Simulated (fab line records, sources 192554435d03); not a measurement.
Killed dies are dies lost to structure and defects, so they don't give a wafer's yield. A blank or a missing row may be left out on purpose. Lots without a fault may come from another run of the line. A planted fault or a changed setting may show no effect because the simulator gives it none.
Chamber matching | flow n5_finfet | N5_ZERO_LAYER_DESCUM_16 on rie_diel-05: 4 sister chambers
The step chemistry O2, time 7.9 s. 14 wafers are shown with their chamber, then 6 later ones without.

WAFERS WITH THEIR CHAMBER
wafer  | chamber | drypump_motor_current_A (A) | showerhead_plenum_p_Torr (Torr) | throttle_valve_pct (%)
L788.2 | 3       | 5.8                         | 2.20                            | 20.78
L788.3 | 2       | 5.0                         | 2.04                            | 20.32
L788.6 | 0       | 5.1                         | 2.03                            | 20.38
L793.1 | 0       | 5.1                         | 2.03                            | 20.39
L793.3 | 2       | 5.0                         | 2.04                            | 20.32
L793.5 | 1       | 5.9                         | 2.16                            | 20.25
L794.1 | 1       | 6.0                         | 2.16                            | 20.28
L794.2 | 3       | 5.8                         | 2.19                            | 20.81
L794.4 | 1       | 5.9                         | 2.16                            | 20.27
L795.2 | 1       | 6.0                         | 2.16                            | 20.28
L795.3 | 0       | 5.1                         | 2.02                            | 20.40
L795.4 | 2       | 5.0                         | 2.04                            | 20.30
L801.1 | 3       | 5.8                         | 2.19                            | 20.80
L801.4 | 2       | 5.0                         | 2.03                            | 20.35

SIGNATURES (means of the wafers above)
reading                  | chamber 0 | chamber 1 | chamber 2 | chamber 3 | scatter within a chamber
drypump_motor_current_A  | 5.100     | 5.950     | 5.000     | 5.800     | 0.0316
showerhead_plenum_p_Torr | 2.0267    | 2.1600    | 2.0375    | 2.1933    | 0.00456
throttle_valve_pct       | 20.3900   | 20.2700   | 20.3225   | 20.7967   | 0.0159
Rule: a wafer's distance from a chamber is the root of the sum, over the readings, of the square of ((its reading less the chamber's mean) divided by the reading's scatter). The wafer belongs to the nearest chamber; if the next one is less than 2 further off, it can't be placed. The scatter: the root of (the sum of the squares of (reading less its chamber's mean) over the shown wafers, divided by (wafers less chambers)).

WAFERS WITHOUT THEIR CHAMBER
wafer  | drypump_motor_current_A (A) | showerhead_plenum_p_Torr (Torr) | throttle_valve_pct (%)
L801.5 | 5.8                         | 2.19                            | 20.80
L802.1 | 5.0                         | 2.03                            | 20.35
L802.4 | 5.1                         | 2.02                            | 20.41
L802.6 | 5.1                         | 2.02                            | 20.42
L807.3 | 5.1                         | 2.02                            | 20.41
L807.6 | 5.8                         | 2.19                            | 20.82

WHICH CHAMBER EACH WENT THROUGH
wafer  | from the rows above     | in truth
L801.5 | 3                       | 3
L802.1 | can't be placed: 2 or 0 | 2
L802.4 | 0                       | 0
L802.6 | 0                       | 0
L807.3 | 0                       | 0
L807.6 | 3                       | 3
Placed correctly: 5 of 6. Can't be placed from these rows: 1 (the true chamber is among the candidates in 1). Placed wrongly: 0.
